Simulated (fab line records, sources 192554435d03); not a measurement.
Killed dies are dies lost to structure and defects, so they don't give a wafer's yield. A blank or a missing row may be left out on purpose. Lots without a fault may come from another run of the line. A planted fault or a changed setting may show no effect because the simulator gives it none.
Split-lot experiment | flow n5_finfet | 7 lots, 21 wafers read, on a route of 1938 steps

THE SPLIT
At N5_BEOL_M7_ETCH_41 (etches SiCN in CH3F/O2, target depth 31.9 nm, time 57.8 s), the setting source_w was moved away from the recipe's 395 W on 9 of the 21 wafers read, by -17.1% to -6.5%. The other wafers ran this setting at the recipe's value.

The reading is taken at the split's own step.

THE READING
rf_vpp_V, in V, at N5_BEOL_M7_ETCH_41 (etches SiCN in CH3F/O2, target depth 31.9 nm, time 57.8 s). Fault-free wafers of this fab line usually give 297.9 V, standard deviation 1.6 V.

wafer  | tool, chamber at the split | source_w as run, W | against the recipe | rf_vpp_V, V | against lot-mates on the recipe
L078.2 | rie_diel-06, 3             | 395                | recipe             | 299.1       | -
L078.4 | rie_diel-06, 1             | 395                | recipe             | 296.7       | -
L078.5 | rie_diel-06, 0             | 395                | recipe             | 295.6       | -
L082.3 | rie_diel-02, 0             | 369.5              | -6.5%              | 305.7       | +7.2
L082.4 | rie_diel-02, 2             | 395                | recipe             | 298.5       | -
L082.5 | rie_diel-02, 3             | 369.5              | -6.5%              | 304.8       | +6.3
L087.2 | rie_diel-04, 0             | 355.7              | -9.9%              | 308.1       | +9.9
L087.3 | rie_diel-04, 3             | 395                | recipe             | 298.2       | -
L087.6 | rie_diel-04, 0             | 355.7              | -9.9%              | 308.3       | +10.1
L089.2 | rie_diel-02, 3             | 327.5              | -17.1%             | 317.7       | +18.7
L089.3 | rie_diel-02, 0             | 327.5              | -17.1%             | 318.7       | +19.7
L089.5 | rie_diel-02, 1             | 395                | recipe             | 299.0       | -
L088.1 | rie_diel-04, 0             | 395                | recipe             | 298.0       | -
L088.2 | rie_diel-04, 2             | 395                | recipe             | 298.4       | -
L088.3 | rie_diel-04, 1             | 329.2              | -16.7%             | 315.2       | +17.0
L092.1 | rie_diel-06, 0             | 395                | recipe             | 295.7       | -
L092.2 | rie_diel-06, 1             | 395                | recipe             | 296.4       | -
L092.5 | rie_diel-06, 2             | 395                | recipe             | 300.9       | -
L095.1 | rie_diel-04, 0             | 351.5              | -11.0%             | 308.7       | +10.9
L095.4 | rie_diel-04, 2             | 351.5              | -11.0%             | 308.6       | +10.8
L095.6 | rie_diel-04, 1             | 395                | recipe             | 297.8       | -

THE FIT
A straight line over all 21 wafers: rf_vpp_V changes by -1.11 V for each +1% of source_w; r = -0.98; the points scatter about the line by 1.4 V.
The same after taking each lot's own level away (the mean of its wafers on the recipe; 21 wafers): -1.06 V for each +1%; r = -0.99; scatter 1.2 V.
On that fit, the largest move of source_w shifts the reading by 18 V.
The lots' own levels span 297.13 to 299.00 V, that is 1.2 times the standard deviation above.
So the lot-to-lot level changes the slope little: the two slopes agree.
Check: with one of the wafers moved furthest among these (-17.1%) left out of the fit, the line predicts +17.9 V for it against its lot-mates. It came out at +18.7 V against them.
Tool readings at the split's step, against how far the setting was moved: rf_vpp_V r = -0.98.

OTHER SPLITS ON THESE WAFERS
These wafers also went through other splits before the reading. Each is held against what the fit with the lots' levels taken away leaves over:
other split on the same wafers | wafers away from the commonest value | r with rf_vpp_V (lot level and that fit taken away)
N5_BEOL_M7_ILD_DEP_00 time_s   | 8                                    | -0.35

THE FILE'S OWN FIT
rf_vpp_V changes by -1.05 V for each +1% of source_w, r = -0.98.
